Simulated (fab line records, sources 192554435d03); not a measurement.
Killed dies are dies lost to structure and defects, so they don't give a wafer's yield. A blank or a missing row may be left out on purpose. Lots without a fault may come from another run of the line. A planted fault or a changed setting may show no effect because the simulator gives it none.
Which tool did it? | flow n5_finfet | 10 lots, 29 wafers sampled, at 7 steps of a route of 1938

WHAT THE GAUGES READ, wafer by wafer
N5_BEOL_M5_CD_MEAS_18: pitch 56 nm, target cd 28 nm. Usual: cd_nm 28.1 nm, standard deviation 0.45.
lot  | measured     | on        | cd_nm (nm)     | flag
L381 | day 8 14:31  | cd_sem-01 | 28.9 28.1 28.4 |
L383 | day 10 00:48 | cd_sem-03 | 28.9 28.1      |
L386 | day 10 01:40 | cd_sem-03 | 28.0 27.7 27.9 |
L389 | day 10 12:31 | cd_sem-03 | 28.8 27.7 28.0 |
L391 | day 11 06:03 | cd_sem-03 | 27.7 28.1 27.9 |
L393 | day 11 16:50 | cd_sem-03 | 28.2 28.5 28.3 |
L394 | day 12 09:10 | cd_sem-01 | 27.3 27.6 27.4 |
L397 | day 12 10:40 | cd_sem-01 | 28.8 27.8 28.2 |
L395 | day 12 13:13 | cd_sem-02 | 28.7 29.2 28.8 |
L396 | day 12 18:16 | cd_sem-02 | 27.7 28.7 28.6 |

N5_BEOL_M5_OVL_MEAS_29. Usual: V4_OVL 0.0 nm, standard deviation 0.6.
lot  | measured     | on         | V4_OVL (nm)    | flag
L381 | day 8 16:36  | overlay-01 | 0.0 -0.8 -0.6  |
L383 | day 10 04:49 | overlay-02 | -0.4 -0.2      |
L386 | day 10 04:37 | overlay-02 | -0.6 -0.4 -0.5 |
L389 | day 10 12:59 | overlay-02 | 0.1 -0.7 -1.5  |
L391 | day 11 08:37 | overlay-01 | 0.4 0.3 1.2    |
L393 | day 11 17:23 | overlay-02 | 0.0 0.3 -0.4   |
L394 | day 12 09:43 | overlay-02 | -0.4 -0.2 -0.5 |
L397 | day 12 11:28 | overlay-01 | 0.2 -1.1 -0.4  |
L395 | day 12 16:50 | overlay-01 | 0.8 0.4 0.1    |
L396 | day 12 21:50 | overlay-01 | 0.1 0.0 -0.7   |

N5_BEOL_M5_OCD_MEAS_38. Usual: trench_depth_nm 71.2 nm, standard deviation 1.8.
lot  | measured     | on     | trench_depth_nm (nm) | flag
L381 | day 8 17:19  | ocd-01 | 71.0 73.5 70.6       |
L383 | day 10 06:24 | ocd-02 | 69.1 71.9            |
L386 | day 10 06:14 | ocd-02 | - - -                | OFF
L389 | day 10 13:29 | ocd-01 | - - -                | OFF
L391 | day 11 09:17 | ocd-02 | 70.9 73.5 70.6       |
L393 | day 11 18:11 | ocd-01 | 70.1 71.5 70.8       |
L394 | day 12 10:14 | ocd-01 | 73.0 70.0 69.2       |
L397 | day 12 11:58 | ocd-02 | 70.8 70.5 75.0       |
L395 | day 12 17:20 | ocd-01 | 71.3 72.8 71.1       |
L396 | day 12 22:26 | ocd-01 | 73.1 74.9 73.0       |

N5_BEOL_M5_CD_MEAS_35: target cd 28 nm, target cd y 24 nm. Usual: cd_nm 28.1 nm, standard deviation 0.5.
lot  | measured     | on        | cd_nm (nm)     | flag
L381 | day 8 17:28  | cd_sem-03 | 29.0 28.5 28.4 |
L383 | day 10 06:33 | cd_sem-01 | 28.7 28.3      |
L386 | day 10 06:24 | cd_sem-03 | - - -          | OFF
L389 | day 10 13:38 | cd_sem-02 | - - -          | OFF
L391 | day 11 09:26 | cd_sem-03 | 28.2 28.2 27.6 |
L393 | day 11 18:20 | cd_sem-01 | 28.8 28.8 29.0 |
L394 | day 12 10:23 | cd_sem-02 | 27.7 27.8 27.5 |
L397 | day 12 12:07 | cd_sem-03 | 28.5 27.8 27.6 |
L395 | day 12 17:29 | cd_sem-01 | 28.7 29.1 29.5 |
L396 | day 12 22:35 | cd_sem-01 | 27.2 28.8 28.3 |

WHICH TOOL RAN EACH LOT (tool, then ch and the chambers of the sampled wafers, then the start)
lot  | N5_BEOL_M5_HM_DEP_02         | N5_BEOL_M5_DESCUM_16               | N5_BEOL_M5_VIA_ETCH_34
L381 | pvd_sputter-03, day 8 13:29  | rie_diel-03 ch 0,1,2, day 8 13:59  | rie_diel-03 ch 0,3, day 8 17:04
L383 | pvd_sputter-03, day 9 23:44  | rie_diel-05 ch 0, day 10 00:15     | rie_diel-05 ch 2,3, day 10 06:10
L386 | pvd_sputter-03, day 10 00:25 | rie_diel-05 ch 0,2,3, day 10 01:14 | rie_diel-01 ch 1,2,3, day 10 06:00
L389 | pvd_sputter-03, day 10 11:34 | rie_diel-03 ch 0,1, day 10 12:05   | rie_diel-05 ch 2,3, day 10 13:15
L391 | pvd_sputter-01, day 11 04:59 | rie_diel-05 ch 0,2,3, day 11 05:32 | rie_diel-03 ch 0,1,3, day 11 09:02
L393 | pvd_sputter-02, day 11 15:41 | rie_diel-01 ch 1,2, day 11 16:19   | rie_diel-01 ch 1,2,3, day 11 17:56
L394 | pvd_sputter-01, day 12 07:48 | rie_diel-01 ch 2,3, day 12 08:35   | rie_diel-05 ch 2,3, day 12 09:59
L397 | pvd_sputter-01, day 12 09:29 | rie_diel-05 ch 1,2, day 12 10:14   | rie_diel-01 ch 0,2,3, day 12 11:44
L395 | pvd_sputter-01, day 12 12:05 | rie_diel-03 ch 0,2,3, day 12 12:46 | rie_diel-01 ch 1,2,3, day 12 17:06
L396 | pvd_sputter-02, day 12 16:40 | rie_diel-03 ch 0,1,3, day 12 17:32 | rie_diel-01 ch 0,2, day 12 22:11
- N5_BEOL_M5_HM_DEP_02: deposits TiN, target thk 20 nm.
- N5_BEOL_M5_DESCUM_16: chemistry O2, time 7 s.
- N5_BEOL_M5_VIA_ETCH_34: etches SiCOH lowk in C4F6/O2, target depth 88.3 nm, time 39.2 s.

WHAT THE TOOLS THEMSELVES READ (means of the sampled wafers that have a number; where no wafer has one, the mark that the record gives instead)
N5_BEOL_M5_HM_DEP_02. Usual: chamber_pressure_pa 0.5000 Pa, standard deviation 0.00091; throttle_valve_pct 29.9 %, standard deviation 0.81.
lot  | tool           | chamber_pressure_pa (Pa) | throttle_valve_pct (%) | flag
L381 | pvd_sputter-03 | 0.5002                   | 30.3                   |
L383 | pvd_sputter-03 | 0.5005                   | 31.0                   |
L386 | pvd_sputter-03 | 0.5003                   | 30.7                   |
L389 | pvd_sputter-03 | 0.5001                   | 30.7                   |
L391 | pvd_sputter-01 | 0.5002                   | 30.3                   |
L393 | pvd_sputter-02 | 0.4991                   | 29.5                   |
L394 | pvd_sputter-01 | 0.5000                   | 29.5                   |
L397 | pvd_sputter-01 | 0.5013                   | 29.8                   |
L395 | pvd_sputter-01 | 0.4997                   | 30.1                   |
L396 | pvd_sputter-02 | 0.4995                   | 29.3                   |

N5_BEOL_M5_DESCUM_16. Usual: bias_power_w 20.00 W, standard deviation 0.056; drypump_motor_current_A 5.8 A, standard deviation 0.53; oes_product_au 0.80 a.u., standard deviation 0.071; rf_fwd_power_W 49.44 W, standard deviation 0.24; rf_vpp_V 243.1 V, standard deviation 1.4; showerhead_plenum_p_Torr 2.09 Torr, standard deviation 0.066; throttle_valve_pct 20.38 %, standard deviation 0.21.
lot  | tool        | bias_power_w (W) | drypump_motor_current_A (A) | oes_product_au (a.u.) | rf_fwd_power_W (W) | rf_vpp_V (V) | showerhead_plenum_p_Torr (Torr) | throttle_valve_pct (%) | flag
L381 | rie_diel-03 | 20.05            | 6.1                         | 0.80                  | 49.51              | 243.8        | 2.09                            | 20.31                  |
L383 | rie_diel-05 | 19.98            | 5.1                         | 0.71                  | 49.36              | 241.4        | 2.01                            | 20.44                  |
L386 | rie_diel-05 | 20.05            | 5.3                         | 0.76                  | 49.52              | 243.1        | 2.07                            | 20.55                  |
L389 | rie_diel-03 | 19.97            | 6.2                         | 0.79                  | 49.51              | 242.2        | 2.09                            | 20.38                  |
L391 | rie_diel-05 | 19.98            | 5.3                         | 0.75                  | 49.53              | 243.2        | 2.07                            | 20.57                  |
L393 | rie_diel-01 | 19.98            | 5.3                         | 0.86                  | 49.52              | 242.5        | 2.05                            | 20.22                  |
L394 | rie_diel-01 | 20.00            | 5.5                         | 0.85                  | 49.52              | 242.9        | 2.07                            | 20.33                  |
L397 | rie_diel-05 | 20.03            | 5.6                         | 0.93                  | 49.53              | 243.8        | 2.10                            | 20.10                  |
L395 | rie_diel-03 | 20.03            | 6.1                         | 0.80                  | 49.44              | 244.6        | 2.13                            | 20.36                  |
L396 | rie_diel-03 | 20.03            | 6.4                         | 0.79                  | 49.37              | 243.5        | 2.12                            | 20.38                  |

N5_BEOL_M5_VIA_ETCH_34. Usual: drypump_motor_current_A 5.7 A, standard deviation 0.5; oes_f_703_au 0.79 a.u., standard deviation 0.067; oes_product_au 0.80 a.u., standard deviation 0.073; rf_fwd_power_W 341.1 W, standard deviation 1.6; rf_vpp_V 667 V, standard deviation 25; showerhead_plenum_p_Torr 2.84 Torr, standard deviation 0.099; throttle_valve_pct 20.82 %, standard deviation 0.2.
lot  | tool        | drypump_motor_current_A (A) | oes_f_703_au (a.u.) | oes_product_au (a.u.) | rf_fwd_power_W (W) | rf_vpp_V (V) | showerhead_plenum_p_Torr (Torr) | throttle_valve_pct (%) | flag
L381 | rie_diel-03 | 6.3                         | 0.87                | 0.87                  | 342.7              | 666          | 2.98                            | 20.83                  |
L383 | rie_diel-05 | 5.4                         | 0.74                | 0.77                  | 343.0              | 689          | 2.84                            | 20.99                  |
L386 | rie_diel-01 | 5.6                         | 0.83                | 0.32                  | 342.2              | 664          | 2.84                            | 20.63                  | OFF
L389 | rie_diel-05 | 5.3                         | 0.76                | 0.30                  | 340.2              | 686          | 2.81                            | 20.76                  | OFF
L391 | rie_diel-03 | 6.4                         | 0.79                | 0.81                  | 340.2              | 677          | 2.90                            | 20.84                  |
L393 | rie_diel-01 | 5.6                         | 0.82                | 0.84                  | 340.9              | 665          | 2.83                            | 20.77                  |
L394 | rie_diel-05 | 5.5                         | 0.70                | 0.73                  | 341.8              | 693          | 2.87                            | 21.13                  |
L397 | rie_diel-01 | 5.6                         | 0.85                | 0.85                  | 341.8              | 662          | 2.83                            | 20.84                  |
L395 | rie_diel-01 | 5.6                         | 0.81                | 0.83                  | 341.4              | 664          | 2.83                            | 20.78                  |
L396 | rie_diel-01 | 5.3                         | 0.85                | 0.87                  | 340.6              | 679          | 2.78                            | 20.71                  |

THE ANSWER, worked out from the rows above alone
Rule: a lot is off if the mean of its wafers that have a number lies more than 3 standard deviations from the usual mean. A lot without any number at a reading at which 4 lots or more have one is off too. The other lots that the step has rows for count as sound. The gauges are gone through in route order, then the tools' own readings, and for those a lot's mean is taken as printed above. The first step at which some lot is off is used, and at that step the reading that is off furthest; a lot without a number counts as furthest.
Off: L386, L389, at N5_BEOL_M5_OCD_MEAS_38 (trench_depth_nm). Without a number there: L386, L389.
A tool fits if, at a process step before that reading, it ran every lot that is off, and no sound lot after the first of them. The gauges at N5_BEOL_M5_OCD_MEAS_38 aren't tried: what is off there is off at N5_BEOL_M5_CD_MEAS_35 too, on other tools, and a gauge's error can't cause that. One fits: pvd_sputter-03 at N5_BEOL_M5_HM_DEP_02. Its last sound lot is L383 (day 9 23:44), its first lot that is off L386 (day 10 00:25): a fault that began between those two fits.

WHAT THE SIMULATOR HAD PUT IN
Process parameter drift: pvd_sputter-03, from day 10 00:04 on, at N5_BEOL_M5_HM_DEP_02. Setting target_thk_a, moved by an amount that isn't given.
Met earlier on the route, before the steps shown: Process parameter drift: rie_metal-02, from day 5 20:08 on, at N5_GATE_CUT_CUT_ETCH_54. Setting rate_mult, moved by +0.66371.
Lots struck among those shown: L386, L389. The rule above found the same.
